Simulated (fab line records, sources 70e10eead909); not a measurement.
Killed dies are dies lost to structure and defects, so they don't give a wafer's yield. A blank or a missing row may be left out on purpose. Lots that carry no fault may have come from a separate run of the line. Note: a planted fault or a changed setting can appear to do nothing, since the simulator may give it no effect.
Matching of chambers -- flow nandHarc -- NHARC_P_CONTACT_CMP_01 on cmp-01 has 4 sister chambers
The step polishes SiO2, target thk 200 nm. 8 wafers are shown with their chamber, then 7 later ones without.

== WAFERS, EACH WITH ITS CHAMBER ==
wafer,chamber,motorCurrentA (A)
L612.4,3,12.3
L612.6,0,11.9
L613.1,3,12.1
L616.3,0,12.0
L616.5,1,11.4
L616.6,2,11.2
L615.2,1,10.7
L615.3,2,10.6

== WAFERS WITH NO CHAMBER GIVEN ==
wafer,motorCurrentA (A)
L615.5,13.1
L624.1,11.3
L624.4,11.9
L624.5,12.2
L625.1,11.8
L625.5,11.7
L625.6,11.2

== CHAMBER TAKEN BY EACH ==
wafer,from the rows above,in truth
L615.5,can't be placed: 3 or 0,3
L624.1,can't be placed: 1 or 2 or 0 or 3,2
L624.4,can't be placed: 0 or 3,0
L624.5,can't be placed: 3 or 0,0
L625.1,can't be placed: 0 or 3 or 1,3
L625.5,can't be placed: 0 or 3 or 1 or 2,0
L625.6,can't be placed: 1 or 2 or 0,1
Correct placement for 0 of the 7. Not placeable from these rows: 7 (in 7, the candidates include the true chamber). Number placed wrongly: 0.
How it was worked out, from the rows above alone: a wafer's distance from a chamber is the root of the sum, over the readings, of the square of ((its reading less the chamber's mean) divided by the reading's scatter). If the next closest chamber is less than 2 further off than the closest, the wafer can't be placed; otherwise it belongs to the closest. For every chamber, the mean is computed from those of its wafers that are shown. How the scatter is found: for the shown wafers, subtract from each reading the mean of its chamber, square and add these, divide the total by (wafers less chambers), then take the root.
